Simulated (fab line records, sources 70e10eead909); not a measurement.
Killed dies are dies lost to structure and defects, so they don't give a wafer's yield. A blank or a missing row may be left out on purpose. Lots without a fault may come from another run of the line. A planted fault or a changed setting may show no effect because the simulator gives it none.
Which tool did it? | flow nand_harc | 6 lots, 18 wafers sampled, at 4 steps of a route of 1159

WHAT THE GAUGES READ, wafer by wafer
NHARC_END_SORT_01.
lot  | measured     | on        | defect_limited_yield (%)
L734 | day 20 14:24 | prober-02 | 90.0 85.5 85.1

WHICH TOOL RAN EACH LOT (tool, then ch and the chambers of the sampled wafers, then the start)
lot  | NHARC_P_M2_PVD_21            | NHARC_A_M1_ETCH_35                 | NHARC_A_BONDPAD_DEP_00
L733 | pvd_sputter-03, day 6 21:31  | rie_diel-02 ch 0,2,3, day 18 16:47 | pecvd-02 ch 0,1,2, day 18 20:02
L734 | pvd_sputter-03, day 7 00:23  | rie_diel-10 ch 0,1,3, day 19 02:07 | pecvd-02 ch 1,2, day 19 05:20
L738 | pvd_sputter-01, day 8 01:34  | rie_diel-05 ch 0,1,3, day 19 08:07 | pecvd-03 ch 1,2, day 19 11:22
L749 | pvd_sputter-01, day 10 18:07 | rie_diel-10 ch 0,2, day 22 09:26   | pecvd-03 ch 0,2, day 22 13:31
L750 | pvd_sputter-02, day 10 23:37 | rie_diel-10 ch 0,1, day 22 22:07   | pecvd-04 ch 0,1,2, day 23 01:30
L753 | pvd_sputter-02, day 11 14:49 | rie_diel-05 ch 0,3, day 22 23:29   | pecvd-02 ch 0,1, day 23 02:48
- NHARC_P_M2_PVD_21: deposits Cu, target thk 30 nm, time 20.49 s.
- NHARC_A_M1_ETCH_35: etches the open film in N2/H2, target depth 40 nm, overetch 12 nm, time 43.94 s.
- NHARC_A_BONDPAD_DEP_00: deposits SiCN, target thk 250 nm.

THE ANSWER, worked out from the rows above alone
Rule: what is usual is taken from the lots themselves. Put in order of their means at a reading, lots are off if they are a third of the lots or fewer, leave a main group of 4 or more, and stand apart from it by a gap of 3 or more times the standard deviation of the main group's means; of several such gaps the widest counts. A main group whose means are all the same, to the digits that the tables above print for the reading, isn't used. A lot without any number at a reading at which 4 lots or more have one is off too. The other lots that the step has rows for count as sound.
No lot is off at any reading shown: from this, nothing can be told.

WHAT THE SIMULATOR HAD PUT IN
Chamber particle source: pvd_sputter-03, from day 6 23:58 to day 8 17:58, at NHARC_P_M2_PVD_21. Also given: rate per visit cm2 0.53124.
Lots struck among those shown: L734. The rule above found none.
